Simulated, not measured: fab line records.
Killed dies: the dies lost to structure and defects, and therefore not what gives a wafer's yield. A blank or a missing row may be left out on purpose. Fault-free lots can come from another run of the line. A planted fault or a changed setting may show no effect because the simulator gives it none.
Which tool is to blame? + flow n5_finfet + Sampling: 23 lots, 69 wafers, 6 of 1938 route steps

## WHAT THE GAUGES READ, wafer by wafer
The record holds no reading of a measuring or inspecting step that can be judged against a usual standard deviation.

## WHAT TOOL EACH LOT RAN ON (gives the tool, then ch and the chambers of the sampled wafers, and finally the start)
| lot  | N5_BEOL_M0_CO_CAP_123            | N5_BEOL_M1_ETCH_63                 | N5_BEOL_M1_ETCH_64                 | N5_BEOL_M1_ETCH_77                 | N5_BEOL_M1_SURFACE_TREAT_85  | N5_BEOL_M1_ANNEAL_93         |
|------|----------------------------------|------------------------------------|------------------------------------|------------------------------------|------------------------------|------------------------------|
| L074 | cvd_co-01 ch 0,2, day 5 22:17    | rie_diel-06 ch 0,2,3, day 6 00:49  | rie_diel-06 ch 0,2,3, day 6 00:51  | rie_diel-01 ch 0,1,3, day 6 01:43  | pvd_sputter-03, day 6 06:52  | pvd_sputter-03, day 6 08:38  |
| L075 | cvd_co-01 ch 0,2, day 6 09:05    | rie_diel-06 ch 0,3, day 6 11:34    | rie_diel-06 ch 0,3, day 6 11:36    | rie_diel-06 ch 0,2,3, day 6 12:36  | pvd_sputter-01, day 6 14:51  | pvd_sputter-01, day 6 16:32  |
| L077 | cvd_co-01 ch 0,2, day 6 13:09    | rie_diel-05 ch 0,1,2, day 6 15:17  | rie_diel-05 ch 0,1,2, day 6 15:19  | rie_diel-06 ch 2,3, day 6 16:16    | pvd_sputter-02, day 6 18:26  | pvd_sputter-02, day 6 20:09  |
| L076 | cvd_co-01 ch 0,2, day 6 15:11    | rie_diel-06 ch 2,3, day 6 17:57    | rie_diel-06 ch 2,3, day 6 17:59    | rie_diel-06 ch 0,2, day 6 18:53    | pvd_sputter-01, day 6 21:31  | pvd_sputter-03, day 7 00:57  |
| L078 | cvd_co-01 ch 0,1,2, day 6 21:35  | rie_diel-06 ch 0,2,3, day 7 02:22  | rie_diel-06 ch 0,2,3, day 7 02:23  | rie_diel-06 ch 0,2,3, day 7 03:22  | pvd_sputter-02, day 7 09:31  | pvd_sputter-01, day 7 11:08  |
| L079 | cvd_co-01 ch 0,1,2, day 7 06:23  | rie_diel-05 ch 0,2,3, day 7 09:31  | rie_diel-05 ch 0,2,3, day 7 09:32  | rie_diel-01 ch 0,2,3, day 7 10:30  | pvd_sputter-03, day 7 17:20  | pvd_sputter-03, day 7 19:16  |
| L080 | cvd_co-01 ch 0,1,2, day 7 15:50  | rie_diel-05 ch 0,1,2, day 7 17:25  | rie_diel-05 ch 0,1,2, day 7 17:26  | rie_diel-06 ch 0,3, day 7 18:24    | pvd_sputter-01, day 8 04:13  | pvd_sputter-02, day 8 07:26  |
| L081 | cvd_co-01 ch 0,1,2, day 7 18:37  | rie_diel-05 ch 0,1,2, day 7 22:12  | rie_diel-05 ch 0,1,2, day 7 22:14  | rie_diel-05 ch 1,2,3, day 7 23:11  | pvd_sputter-03, day 8 03:44  | pvd_sputter-03, day 8 05:27  |
| L082 | cvd_co-02 ch 0,1,2, day 7 21:01  | rie_diel-06 ch 0,1,3, day 7 22:24  | rie_diel-06 ch 0,1,3, day 7 22:26  | rie_diel-01 ch 0,1,3, day 7 23:23  | pvd_sputter-03, day 8 03:46  | pvd_sputter-02, day 8 05:36  |
| L083 | cvd_co-01 ch 0,2, day 8 07:13    | rie_diel-06 ch 0,2,3, day 8 10:47  | rie_diel-06 ch 0,2,3, day 8 10:49  | rie_diel-06 ch 0,2, day 8 11:46    | pvd_sputter-01, day 8 16:01  | pvd_sputter-03, day 8 17:40  |
| L084 | cvd_co-01 ch 0,2, day 8 14:01    | rie_diel-05 ch 0,1,2, day 8 15:39  | rie_diel-05 ch 0,1,2, day 8 15:41  | rie_diel-05 ch 0,3, day 8 16:52    | pvd_sputter-02, day 9 01:23  | pvd_sputter-03, day 9 03:00  |
| L085 | cvd_co-01 ch 0,1,2, day 8 18:41  | rie_diel-05 ch 0,1, day 8 23:51    | rie_diel-05 ch 0,1, day 8 23:52    | rie_diel-01 ch 0,1, day 9 00:49    | pvd_sputter-03, day 9 03:26  | pvd_sputter-01, day 9 05:05  |
| L086 | cvd_co-01 ch 0,1,2, day 9 01:46  | rie_diel-01 ch 0,1,3, day 9 04:32  | rie_diel-01 ch 0,1,3, day 9 04:33  | rie_diel-01 ch 0,1,2, day 9 05:44  | pvd_sputter-01, day 9 07:23  | pvd_sputter-01, day 9 09:08  |
| L087 | cvd_co-01 ch 0,2, day 9 05:49    | rie_diel-01 ch 1,2,3, day 9 07:28  | rie_diel-01 ch 1,2,3, day 9 07:30  | rie_diel-06 ch 0,1,2, day 9 08:27  | pvd_sputter-02, day 9 13:43  | pvd_sputter-02, day 9 15:34  |
| L088 | cvd_co-02 ch 1,2, day 9 11:24    | rie_diel-01 ch 1,2,3, day 9 13:58  | rie_diel-01 ch 1,2,3, day 9 14:00  | rie_diel-06 ch 0,1,3, day 9 14:58  | pvd_sputter-02, day 9 19:34  | pvd_sputter-02, day 9 21:13  |
| L089 | cvd_co-01 ch 0,1,2, day 9 18:32  | rie_diel-01 ch 1,2,3, day 9 20:22  | rie_diel-01 ch 1,2,3, day 9 20:23  | rie_diel-01 ch 0,1,2, day 9 21:26  | pvd_sputter-01, day 9 23:10  | pvd_sputter-02, day 10 01:00 |
| L090 | cvd_co-02 ch 0,1,2, day 10 00:23 | rie_diel-01 ch 0,2,3, day 10 02:34 | rie_diel-01 ch 0,2,3, day 10 02:35 | rie_diel-06 ch 0,2,3, day 10 03:28 | pvd_sputter-02, day 10 13:34 | pvd_sputter-01, day 10 15:11 |
| L092 | cvd_co-02 ch 0,1,2, day 10 06:00 | rie_diel-01 ch 0,3, day 10 07:33   | rie_diel-01 ch 0,3, day 10 07:35   | rie_diel-01 ch 0,2,3, day 10 08:34 | pvd_sputter-03, day 10 17:38 | pvd_sputter-01, day 10 19:20 |
| L091 | cvd_co-01 ch 0,2, day 10 06:40   | rie_diel-01 ch 0,2, day 10 09:58   | rie_diel-01 ch 0,2, day 10 09:59   | rie_diel-05 ch 0,2,3, day 10 10:49 | pvd_sputter-03, day 10 18:13 | pvd_sputter-03, day 10 20:05 |
| L093 | cvd_co-01 ch 1,2, day 10 13:14   | rie_diel-01 ch 1,2,3, day 10 14:29 | rie_diel-01 ch 1,2,3, day 10 14:30 | rie_diel-06 ch 0,2,3, day 10 15:27 | pvd_sputter-03, day 10 20:31 | pvd_sputter-03, day 10 22:12 |
| L095 | cvd_co-02 ch 0,2, day 11 13:00   | rie_diel-01 ch 0,2,3, day 11 16:05 | rie_diel-01 ch 0,2,3, day 11 16:07 | rie_diel-05 ch 1,2, day 11 17:20   | pvd_sputter-03, day 11 23:29 | pvd_sputter-02, day 12 01:28 |
| L096 | cvd_co-01 ch 0,1, day 11 14:34   | rie_diel-06 ch 0,1, day 11 16:38   | rie_diel-06 ch 0,1, day 11 16:40   | rie_diel-01 ch 1,3, day 11 17:41   | pvd_sputter-03, day 12 00:56 | pvd_sputter-03, day 12 02:34 |
| L097 | cvd_co-01 ch 0,2, day 11 19:14   | rie_diel-06 ch 0,1,3, day 11 23:29 | rie_diel-06 ch 0,1,3, day 11 23:31 | rie_diel-05 ch 0,1,2, day 12 00:29 | pvd_sputter-01, day 12 10:55 | pvd_sputter-01, day 12 14:17 |
- N5_BEOL_M0_CO_CAP_123: material Co, precursor CCTBA/H2, target thk 2 nm, time 102.1 s.
- N5_BEOL_M1_ETCH_63: etches SiARC in CF4, target depth 15.6 nm, time 26 s.
- N5_BEOL_M1_ETCH_64: etches SOC in N2/H2, target depth 75 nm, overetch 15 nm, time 112.5 s.
- N5_BEOL_M1_ETCH_77: etches underlayer in N2/H2, target depth 6.5 nm, time 5.2 s.
- N5_BEOL_M1_SURFACE_TREAT_85
- N5_BEOL_M1_ANNEAL_93: time 240 s.

## WHAT THE TOOLS THEMSELVES READ (means of the sampled wafers that have a number; where no wafer has one, the mark that the record gives instead)
N5_BEOL_M0_CO_CAP_123. Usual: 234 W for heater_power_w, sd 17.
| lot  | tool      | heater_power_w (W) | flag |
|------|-----------|--------------------|------|
| L074 | cvd_co-01 | 238                |      |
| L075 | cvd_co-01 | 233                |      |
| L077 | cvd_co-01 | 234                |      |
| L076 | cvd_co-01 | 232                |      |
| L078 | cvd_co-01 | 230                |      |
| L079 | cvd_co-01 | 232                |      |
| L080 | cvd_co-01 | 231                |      |
| L081 | cvd_co-01 | 230                |      |
| L082 | cvd_co-02 | 237                |      |
| L083 | cvd_co-01 | 234                |      |
| L084 | cvd_co-01 | 231                |      |
| L085 | cvd_co-01 | 231                |      |
| L086 | cvd_co-01 | 231                |      |
| L087 | cvd_co-01 | 236                |      |
| L088 | cvd_co-02 | 236                |      |
| L089 | cvd_co-01 | 234                |      |
| L090 | cvd_co-02 | 239                |      |
| L092 | cvd_co-02 | 241                |      |
| L091 | cvd_co-01 | 234                |      |
| L093 | cvd_co-01 | 231                |      |
| L095 | cvd_co-02 | 214                |      |
| L096 | cvd_co-01 | 228                |      |
| L097 | cvd_co-01 | 235                |      |

N5_BEOL_M1_ETCH_63. Usual: drypump_motor_current_A 5.64 A, standard deviation 0.3; etch_rf_on_time_s 26.0 s, standard deviation 0.55; oes_product_au 0.65 a.u., standard deviation 0.065; rf_vpp_V 184.4 V, standard deviation 1; showerhead_plenum_p_Torr 2.17 Torr, standard deviation 0.047; throttle_valve_pct 15.61 %, standard deviation 0.18.
| lot  | tool        | drypump_motor_current_A (A) | etch_rf_on_time_s (s) | oes_product_au (a.u.) | rf_vpp_V (V) | showerhead_plenum_p_Torr (Torr) | throttle_valve_pct (%) | flag |
|------|-------------|-----------------------------|-----------------------|-----------------------|--------------|---------------------------------|------------------------|------|
| L074 | rie_diel-06 | 5.56                        | 26.2                  | 0.67                  | 183.3        | 2.15                            | 15.62                  |      |
| L075 | rie_diel-06 | 5.48                        | 25.9                  | 0.70                  | 184.9        | 2.14                            | 15.55                  |      |
| L077 | rie_diel-05 | 5.61                        | 26.0                  | 0.69                  | 184.2        | 2.19                            | 15.45                  |      |
| L076 | rie_diel-06 | 5.48                        | 25.6                  | 0.66                  | 183.8        | 2.12                            | 15.68                  |      |
| L078 | rie_diel-06 | 5.56                        | 26.4                  | 0.65                  | 183.9        | 2.15                            | 15.64                  |      |
| L079 | rie_diel-05 | 5.70                        | 26.2                  | 0.66                  | 183.6        | 2.18                            | 15.64                  |      |
| L080 | rie_diel-05 | 5.61                        | 25.7                  | 0.69                  | 183.7        | 2.19                            | 15.46                  |      |
| L081 | rie_diel-05 | 5.62                        | 25.3                  | 0.70                  | 184.8        | 2.19                            | 15.45                  |      |
| L082 | rie_diel-06 | 5.46                        | 26.3                  | 0.73                  | 184.8        | 2.17                            | 15.49                  |      |
| L083 | rie_diel-06 | 5.58                        | 26.3                  | 0.65                  | 184.5        | 2.15                            | 15.67                  |      |
| L084 | rie_diel-05 | 5.65                        | 25.3                  | 0.70                  | 184.7        | 2.19                            | 15.47                  |      |
| L085 | rie_diel-05 | 5.80                        | 25.6                  | 0.66                  | 185.5        | 2.21                            | 15.47                  |      |
| L086 | rie_diel-01 | 5.95                        | 25.8                  | 0.67                  | 185.8        | 2.19                            | 15.66                  |      |
| L087 | rie_diel-01 | 5.67                        | 25.9                  | 0.60                  | 183.7        | 2.17                            | 15.72                  |      |
| L088 | rie_diel-01 | 5.65                        | 25.8                  | 0.60                  | 184.5        | 2.17                            | 15.72                  |      |
| L089 | rie_diel-01 | 5.65                        | 26.0                  | 0.60                  | 184.6        | 2.17                            | 15.73                  |      |
| L090 | rie_diel-01 | 5.70                        | 26.1                  | 0.64                  | 184.8        | 2.17                            | 15.55                  |      |
| L092 | rie_diel-01 | 5.87                        | 26.2                  | 0.66                  | 185.1        | 2.20                            | 15.49                  |      |
| L091 | rie_diel-01 | 5.82                        | 26.1                  | 0.69                  | 183.7        | 2.16                            | 15.57                  |      |
| L093 | rie_diel-01 | 5.66                        | 26.1                  | 0.59                  | 184.5        | 2.17                            | 15.74                  |      |
| L095 | rie_diel-01 | 5.70                        | 26.2                  | 0.64                  | 183.7        | 2.16                            | 15.59                  |      |
| L096 | rie_diel-06 | 5.65                        | 27.0                  | 0.65                  | 185.0        | 2.21                            | 15.59                  |      |
| L097 | rie_diel-06 | 5.46                        | 26.2                  | 0.69                  | 184.4        | 2.16                            | 15.56                  |      |

N5_BEOL_M1_ETCH_64. Usual: drypump_motor_current_A 5.64 A, standard deviation 0.3; oes_product_au 0.61 a.u., standard deviation 0.058; rf_vpp_V 524.8 V, standard deviation 1.8; showerhead_plenum_p_Torr 2.58 Torr, standard deviation 0.057; throttle_valve_pct 17.87 %, standard deviation 0.2.
| lot  | tool        | drypump_motor_current_A (A) | oes_product_au (a.u.) | rf_vpp_V (V) | showerhead_plenum_p_Torr (Torr) | throttle_valve_pct (%) | flag |
|------|-------------|-----------------------------|-----------------------|--------------|---------------------------------|------------------------|------|
| L074 | rie_diel-06 | 5.58                        | 0.62                  | 524.9        | 2.56                            | 17.90                  |      |
| L075 | rie_diel-06 | 5.48                        | 0.65                  | 523.0        | 2.54                            | 17.91                  |      |
| L077 | rie_diel-05 | 5.64                        | 0.64                  | 526.0        | 2.61                            | 17.78                  |      |
| L076 | rie_diel-06 | 5.47                        | 0.61                  | 523.7        | 2.52                            | 17.91                  |      |
| L078 | rie_diel-06 | 5.59                        | 0.61                  | 523.2        | 2.56                            | 17.92                  |      |
| L079 | rie_diel-05 | 5.73                        | 0.61                  | 525.8        | 2.58                            | 17.86                  |      |
| L080 | rie_diel-05 | 5.61                        | 0.64                  | 526.0        | 2.61                            | 17.79                  |      |
| L081 | rie_diel-05 | 5.62                        | 0.64                  | 525.0        | 2.61                            | 17.80                  |      |
| L082 | rie_diel-06 | 5.48                        | 0.68                  | 525.0        | 2.58                            | 17.72                  |      |
| L083 | rie_diel-06 | 5.55                        | 0.61                  | 525.0        | 2.55                            | 17.95                  |      |
| L084 | rie_diel-05 | 5.61                        | 0.63                  | 526.0        | 2.61                            | 17.81                  |      |
| L085 | rie_diel-05 | 5.81                        | 0.61                  | 525.8        | 2.62                            | 17.76                  |      |
| L086 | rie_diel-01 | 5.93                        | 0.62                  | 526.6        | 2.62                            | 17.98                  |      |
| L087 | rie_diel-01 | 5.66                        | 0.55                  | 525.4        | 2.59                            | 17.95                  |      |
| L088 | rie_diel-01 | 5.67                        | 0.56                  | 524.2        | 2.59                            | 17.94                  |      |
| L089 | rie_diel-01 | 5.66                        | 0.56                  | 525.2        | 2.58                            | 17.95                  |      |
| L090 | rie_diel-01 | 5.71                        | 0.60                  | 524.9        | 2.58                            | 17.82                  |      |
| L092 | rie_diel-01 | 5.86                        | 0.62                  | 526.1        | 2.62                            | 17.73                  |      |
| L091 | rie_diel-01 | 5.81                        | 0.64                  | 525.2        | 2.57                            | 17.92                  |      |
| L093 | rie_diel-01 | 5.66                        | 0.55                  | 524.5        | 2.58                            | 17.96                  |      |
| L095 | rie_diel-01 | 5.70                        | 0.59                  | 524.7        | 2.57                            | 17.83                  |      |
| L096 | rie_diel-06 | 5.66                        | 0.62                  | 526.0        | 2.62                            | 17.77                  |      |
| L097 | rie_diel-06 | 5.46                        | 0.64                  | 524.1        | 2.56                            | 17.77                  |      |

N5_BEOL_M1_ETCH_77. Usual: drypump_motor_current_A 5.64 A, standard deviation 0.29; etch_rf_on_time_s 5.23 s, standard deviation 0.13; oes_product_au 0.66 a.u., standard deviation 0.067; rf_vpp_V 524.5 V, standard deviation 2.1; showerhead_plenum_p_Torr 2.57 Torr, standard deviation 0.06; throttle_valve_pct 17.93 %, standard deviation 0.2.
| lot  | tool        | drypump_motor_current_A (A) | etch_rf_on_time_s (s) | oes_product_au (a.u.) | rf_vpp_V (V) | showerhead_plenum_p_Torr (Torr) | throttle_valve_pct (%) | flag |
|------|-------------|-----------------------------|-----------------------|-----------------------|--------------|---------------------------------|------------------------|------|
| L074 | rie_diel-01 | 5.94                        | 5.22                  | 0.61                  | 524.3        | 2.63                            | 18.12                  |      |
| L075 | rie_diel-06 | 5.59                        | 5.28                  | 0.66                  | 523.9        | 2.56                            | 17.94                  |      |
| L077 | rie_diel-06 | 5.48                        | 5.23                  | 0.66                  | 524.1        | 2.52                            | 17.96                  |      |
| L076 | rie_diel-06 | 5.66                        | 5.32                  | 0.61                  | 523.6        | 2.58                            | 17.96                  |      |
| L078 | rie_diel-06 | 5.57                        | 5.25                  | 0.65                  | 524.0        | 2.56                            | 17.96                  |      |
| L079 | rie_diel-01 | 5.69                        | 5.26                  | 0.67                  | 524.5        | 2.59                            | 17.81                  |      |
| L080 | rie_diel-06 | 5.65                        | 5.37                  | 0.65                  | 525.0        | 2.59                            | 17.97                  |      |
| L081 | rie_diel-05 | 5.44                        | 5.15                  | 0.68                  | 525.9        | 2.56                            | 17.87                  |      |
| L082 | rie_diel-01 | 5.95                        | 5.24                  | 0.67                  | 527.0        | 2.63                            | 18.01                  |      |
| L083 | rie_diel-06 | 5.73                        | 5.40                  | 0.61                  | 524.6        | 2.60                            | 17.96                  |      |
| L084 | rie_diel-05 | 5.73                        | 5.21                  | 0.62                  | 524.6        | 2.55                            | 17.90                  |      |
| L085 | rie_diel-01 | 6.06                        | 5.26                  | 0.70                  | 525.1        | 2.62                            | 18.12                  |      |
| L086 | rie_diel-01 | 5.78                        | 5.24                  | 0.64                  | 524.1        | 2.58                            | 18.10                  |      |
| L087 | rie_diel-06 | 5.57                        | 5.39                  | 0.67                  | 524.8        | 2.59                            | 17.78                  |      |
| L088 | rie_diel-06 | 5.48                        | 5.28                  | 0.71                  | 524.8        | 2.57                            | 17.79                  |      |
| L089 | rie_diel-01 | 5.77                        | 5.18                  | 0.64                  | 523.7        | 2.58                            | 18.10                  |      |
| L090 | rie_diel-06 | 5.55                        | 5.28                  | 0.64                  | 523.8        | 2.55                            | 18.01                  |      |
| L092 | rie_diel-01 | 5.69                        | 5.22                  | 0.65                  | 525.0        | 2.58                            | 17.86                  |      |
| L091 | rie_diel-05 | 5.72                        | 5.20                  | 0.63                  | 524.0        | 2.57                            | 17.92                  |      |
| L093 | rie_diel-06 | 5.58                        | 5.26                  | 0.63                  | 523.4        | 2.55                            | 18.00                  |      |
| L095 | rie_diel-05 | 5.37                        | 5.09                  | 0.69                  | 524.3        | 2.58                            | 17.85                  |      |
| L096 | rie_diel-01 | 5.80                        | 5.12                  | 0.70                  | 526.8        | 2.62                            | 17.78                  |      |
| L097 | rie_diel-05 | 5.63                        | 5.06                  | 0.67                  | 525.1        | 2.60                            | 17.88                  |      |

N5_BEOL_M1_ANNEAL_93. Usual: 826 W for heater_power_w, sd 110.
| lot  | tool           | heater_power_w (W) | flag |
|------|----------------|--------------------|------|
| L074 | pvd_sputter-03 | 879                |      |
| L075 | pvd_sputter-01 | 744                |      |
| L077 | pvd_sputter-02 | 912                |      |
| L076 | pvd_sputter-03 | 771                |      |
| L078 | pvd_sputter-01 | 764                |      |
| L079 | pvd_sputter-03 | 766                |      |
| L080 | pvd_sputter-02 | 847                |      |
| L081 | pvd_sputter-03 | 886                |      |
| L082 | pvd_sputter-02 | 905                |      |
| L083 | pvd_sputter-03 | 821                |      |
| L084 | pvd_sputter-03 | 884                |      |
| L085 | pvd_sputter-01 | 737                |      |
| L086 | pvd_sputter-01 | 745                |      |
| L087 | pvd_sputter-02 | 905                |      |
| L088 | pvd_sputter-02 | 905                |      |
| L089 | pvd_sputter-02 | 916                |      |
| L090 | pvd_sputter-01 | 759                |      |
| L092 | pvd_sputter-01 | 768                |      |
| L091 | pvd_sputter-03 | 885                |      |
| L093 | pvd_sputter-03 | 1001               |      |
| L095 | pvd_sputter-02 | 896                |      |
| L096 | pvd_sputter-03 | 889                |      |
| L097 | pvd_sputter-01 | 721                |      |

## THE ANSWER, worked out from the rows above alone
Rule: a lot is off if the mean of its wafers that have a number lies more than 3 standard deviations from the usual mean. Also off: a lot with no number at a reading for which 4 or more lots have one. The other lots that the step has rows for count as sound. The gauges are gone through in route order, then the tools' own readings, and for those a lot's mean is taken as printed above. The first step at which some lot is off is used, and at that step the reading that is off furthest; a lot without a number counts as furthest.
None of the lots is off at any reading shown; this tells nothing.

## WHAT THE SIMULATOR HAD PUT IN
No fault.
